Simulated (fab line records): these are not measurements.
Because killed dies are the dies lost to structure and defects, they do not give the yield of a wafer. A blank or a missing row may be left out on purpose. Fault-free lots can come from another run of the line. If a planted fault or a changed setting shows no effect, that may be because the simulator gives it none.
Lot-split experiment | flow n5_finfet | 39 wafers read from 7 lots, route of 1938 steps

ON THE SPLIT
At N5_GATE_CUT_HM_DEP_46 (deposits SiO2 from TEOS/O2, target thk 130 nm, time 26.6 s), the setting time_s was moved away from the recipe's 26.6 s on 18 of the 39 wafers read, by -7.5% to +14.1%. The other wafers ran this setting at the recipe's value.

FROM THE SPLIT TO THE READING: what the file shows between them, 4 steps
- N5_GATE_CUT_COAT_34: time 60 s, resist thk 60 nm
- N5_GATE_CUT_COAT_35: time 60 s, resist thk 10 nm
- N5_GATE_CUT_STRIP_38: strips in N2/H2
- N5_GATE_CUT_STRIP_39: strips in N2/H2

THE READING
SOC_of_GATE_CUT_COAT_34.thk_nm (the simulator's own value, which no gauge read), in nm, at N5_GATE_CUT_HM_OPEN_40 (chemistry C4F6/O2, target SiO2, target depth 139 nm, time 85.1 s). No usual value for it is given in the file. Here, 21 wafers ran the recipe; their average is 32.4 nm with a standard deviation of 0.54 nm.

wafer  | tool, chamber at the split | time_s as run, s | against the recipe | SOC_of_GATE_CUT_COAT_34.thk_nm, nm | against lot-mates on the recipe
L075.1 | pecvd-01, 1                | 26.6             | recipe             | 32.6                               | -
L075.2 | pecvd-01, 0                | 30.34            | +14.1%             | 28                                 | -4.1
L075.3 | pecvd-01, 1                | 30.34            | +14.1%             | 28.6                               | -3.5
L075.4 | pecvd-01, 0                | 26.6             | recipe             | 31.6                               | -
L075.5 | pecvd-01, 0                | 30.34            | +14.1%             | 28.4                               | -3.7
L075.6 | pecvd-01, 1                | 26.6             | recipe             | 32                                 | -
L078.1 | pecvd-04, 1                | 26.6             | recipe             | 33.2                               | -
L078.4 | pecvd-04, 2                | 26.6             | recipe             | 32.2                               | -
L078.6 | pecvd-04, 0                | 26.6             | recipe             | 32.2                               | -
L079.1 | pecvd-01, 0                | 28.7             | +7.9%              | 29.8                               | -2.0
L079.2 | pecvd-01, 2                | 28.7             | +7.9%              | 30.8                               | -1.0
L079.3 | pecvd-01, 1                | 28.7             | +7.9%              | 30.6                               | -1.2
L079.4 | pecvd-01, 2                | 26.6             | recipe             | 32.2                               | -
L079.5 | pecvd-01, 0                | 26.6             | recipe             | 32                                 | -
L079.6 | pecvd-01, 1                | 26.6             | recipe             | 31.2                               | -
L084.1 | pecvd-02, 2                | 28.28            | +6.3%              | 31.2                               | -1.6
L084.2 | pecvd-02, 0                | 26.6             | recipe             | 33.2                               | -
L084.3 | pecvd-02, 1                | 28.28            | +6.3%              | 31                                 | -1.8
L084.4 | pecvd-02, 1                | 28.28            | +6.3%              | 31                                 | -1.8
L084.5 | pecvd-02, 2                | 26.6             | recipe             | 32.4                               | -
L084.6 | pecvd-02, 0                | 26.6             | recipe             | 32.8                               | -
L086.1 | pecvd-02, 0                | 28.6             | +7.5%              | 31.4                               | -1.2
L086.2 | pecvd-02, 2                | 26.6             | recipe             | 32.6                               | -
L086.3 | pecvd-02, 2                | 28.6             | +7.5%              | 29.6                               | -3.0
L086.4 | pecvd-02, 0                | 26.6             | recipe             | 32.6                               | -
L086.5 | pecvd-02, 0                | 26.6             | recipe             | 32.6                               | -
L086.6 | pecvd-02, 2                | 28.6             | +7.5%              | 29.4                               | -3.2
L089.1 | pecvd-02, 0                | 24.6             | -7.5%              | 35.2                               | +2.3
L089.2 | pecvd-02, 2                | 26.6             | recipe             | 33                                 | -
L089.3 | pecvd-02, 1                | 24.6             | -7.5%              | 35.2                               | +2.3
L089.4 | pecvd-02, 2                | 26.6             | recipe             | 32.2                               | -
L089.5 | pecvd-02, 0                | 26.6             | recipe             | 33.4                               | -
L089.6 | pecvd-02, 1                | 24.6             | -7.5%              | 35.2                               | +2.3
L094.1 | pecvd-01, 1                | 26.6             | recipe             | 32.2                               | -
L094.2 | pecvd-01, 0                | 25.53            | -4.0%              | 33.4                               | +1.4
L094.3 | pecvd-01, 0                | 26.6             | recipe             | 32                                 | -
L094.4 | pecvd-01, 1                | 26.6             | recipe             | 31.8                               | -
L094.5 | pecvd-01, 0                | 25.53            | -4.0%              | 32.6                               | +0.6
L094.6 | pecvd-01, 1                | 25.53            | -4.0%              | 33.4                               | +1.4

THE FIT
A straight line over all 39 wafers: SOC_of_GATE_CUT_COAT_34.thk_nm changes by -0.288 nm for each +1% of time_s; r = -0.94; the points scatter about the line by 0.58 nm.
The same after taking each lot's own level away (the mean of its wafers on the recipe; 39 wafers): -0.271 nm for each +1%; r = -0.95; scatter 0.49 nm.
Per that fit: largest time_s move, reading shift of 3.8 nm.
Across the lots, their own levels run from 31.80 to 32.87 nm, a range of 2.0 times the standard deviation given above.
So the lot-to-lot level changes the slope little: the two slopes agree.
Check: with one of the wafers moved furthest among these (+14.1%) left out of the fit, the line predicts -3.71 nm for it against its lot-mates. It came out at -4.07 nm against them.

ADDITIONAL SPLITS CARRIED BY THESE WAFERS
Note: prior to the reading, these wafers also went through further splits. Each is held against what the fit with the lots' levels taken away leaves over:
other split on the same wafers     | wafers away from the commonest value | r with SOC_of_GATE_CUT_COAT_34.thk_nm (lot level and that fit taken away)
N5_WELL_APT_EXPOSE_05 dose_mj      | 9                                    | +0.05
N5_DUMMY_GATE_EXPOSE_12 dose_mj    | 9                                    | +0.02
N5_DUMMY_GATE_ETCH_42 bias_w       | 12                                   | +0.12
N5_HKMG_FIN_ETCH_58 target_depth_a | 12                                   | +0.15

THE WHOLE CHAIN: every reading that the file lists as answering this split, in the file's order
step                   | what it does                                                     | reading                                                                            | change (the file's fit)               | r (the file's)
N5_GATE_CUT_HM_DEP_46  | deposits SiO2 from TEOS/O2, target thk 130 nm, time 26.6 s       | SiO2_of_GATE_CUT_HM_DEP_46.thk_nm (the simulator's own value, which no gauge read) | +1.27 nm for each +1% of the setting  | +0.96
N5_GATE_CUT_HM_OPEN_40 | chemistry C4F6/O2, target SiO2, target depth 139 nm, time 85.1 s | etch_rf_on_time_s                                                                  | withheld for each +1% of the setting  | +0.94
N5_GATE_CUT_HM_OPEN_40 | chemistry C4F6/O2, target SiO2, target depth 139 nm, time 85.1 s | etch.depth_nm (the simulator's own value, which no gauge read)                     | +1.27 nm for each +1% of the setting  | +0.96
N5_GATE_CUT_HM_OPEN_40 | chemistry C4F6/O2, target SiO2, target depth 139 nm, time 85.1 s | SOC_of_GATE_CUT_COAT_34.thk_nm (the simulator's own value, which no gauge read)    | -0.268 nm for each +1% of the setting | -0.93

THE FILE'S OWN FIT
SOC_of_GATE_CUT_COAT_34.thk_nm changes by -0.268 nm for each +1% of time_s, r = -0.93.
